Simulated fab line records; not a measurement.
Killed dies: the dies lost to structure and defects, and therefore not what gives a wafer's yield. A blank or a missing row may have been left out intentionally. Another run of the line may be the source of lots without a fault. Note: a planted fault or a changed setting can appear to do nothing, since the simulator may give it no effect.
A single fault, viewed from 2 desks -- flow n5 finfet -- each desk has only its own numbers; what lay behind them comes last

TOOL OWNER'S DESK, rie diel-04
The tool's own readings at N5_BEOL_M13_TRENCH_ETCH_34 (etches SiOC in C4F8/O2/Ar, target depth 413.47 nm, time 162.6 s): means of the sampled wafers that have a number, for each lot that ran on this tool. The brackets show how far a lot's mean lies from the usual mean; more than 4 standard deviations puts the lot out of limits, marked OUT.
Columns: A = drypump motor current A at N5_BEOL_M13_TRENCH_ETCH_34, usual 5.8 A; B = oes product au at N5_BEOL_M13_TRENCH_ETCH_34, usual 0.80 a.u.; C = rf vpp V at N5_BEOL_M13_TRENCH_ETCH_34, usual 665.7 V; D = showerhead plenum p Torr at N5_BEOL_M13_TRENCH_ETCH_34, usual 3.43 Torr; E = throttle valve pct at N5_BEOL_M13_TRENCH_ETCH_34, usual 24.2 %
lot,first seen here,A,B,C,D,E
L912,day 11 14:48,6.0,0.74,663.0,3.38,24.6
L916,day 12 06:54,5.9,0.74,664.9,3.39,24.5
L921,day 13 18:42,5.5,0.82,666.9,3.46,24.0
L925,day 15 09:48,6.0,0.71,662.3,3.36,24.6
L926,day 15 12:28,5.4,0.88,667.8,3.47,23.8
This desk's verdict: no lot among the 5 shows anything out of limits.

THE METROLOGY DESK
Means of the sampled wafers that have a number, per lot and without regard to the tool the lot ran on: this is what the gauges read. The brackets show how far a lot's mean lies from the usual mean; more than 4 standard deviations puts the lot out of limits, marked OUT. Readings shown: 7 out of 28 (the first out of limits, and those lying furthest out on some lot).
Columns: A = trench depth nm at N5_BEOL_M13_OCD_MEAS_35, usual 415 nm; B = M13_THK at N5_BEOL_M13_THK_MEAS_50, usual 442 nm; C = M13_RS at N5_BEOL_M13_RS_MEAS_54, usual 0.0448 ohm/sq; D = COMB_M12 at N5_BEOL_M15_RC_MEAS_101, usual 5.8e-12 S/m; E = SERP_M12 at N5_BEOL_M15_RC_MEAS_101, usual 0.630 ohm/um; F = SERP_M13 at N5_BEOL_M15_RC_MEAS_101, usual 0.308 ohm/um; G = SERP_M13_max_site at N5_BEOL_M15_RC_MEAS_101, usual 0.311 ohm/um
lot,first seen here,A,B,C,D,E,F,G
L911,day 10 23:17,419,449,0.0444,4.6e-12,0.619,0.304,0.307
L912,day 11 13:59,411,429,0.0455,5.7e-12,0.617,0.311,0.314
L916,day 12 05:48,411,436,0.0452,8.7e-12,0.637,0.313,0.318
L921,day 13 17:46,389,417,0.0481 (+4.5) OUT,5.4e-12,0.645,0.338,0.342
L919,day 13 18:49,421,457,0.0439,6.1e-12,0.620,0.300,0.304
L925,day 15 08:13,384 (-4.6) OUT,410 (-4.1) OUT,0.0485 (+5.2) OUT,7.3e-12,0.640,0.338,0.341
L926,day 15 11:39,398,422,0.0467,3.7e-12,0.665,0.327,0.330
L930,day 16 12:56,406,438,0.0459,4.6e-12,0.636,0.324,0.328
This desk's result: L921, L925 out of limits, first on L921 (M13_RS at N5_BEOL_M13_RS_MEAS_54), day 13 23:08. L911, L912, L916, L919, L926, L930 stayed within limits.

ALL TOGETHER
On L921, L925, the metrology desk was in a position to raise an alarm at day 13 23:08.
The tool owner's desk saw nothing out of limits.
Tool owner's desk: L921, L925 on record, inside its limits.
Of the lots named, all ran N5_BEOL_M13_TRENCH_ETCH_34 on rie diel-04.

WHAT THE SIMULATOR PUT IN
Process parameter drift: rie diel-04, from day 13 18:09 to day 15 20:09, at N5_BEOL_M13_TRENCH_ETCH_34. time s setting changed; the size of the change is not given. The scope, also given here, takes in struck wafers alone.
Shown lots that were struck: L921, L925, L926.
Per desk, hours elapsed from the start of the fault to the first reading out of limits: for the metrology desk, 5.
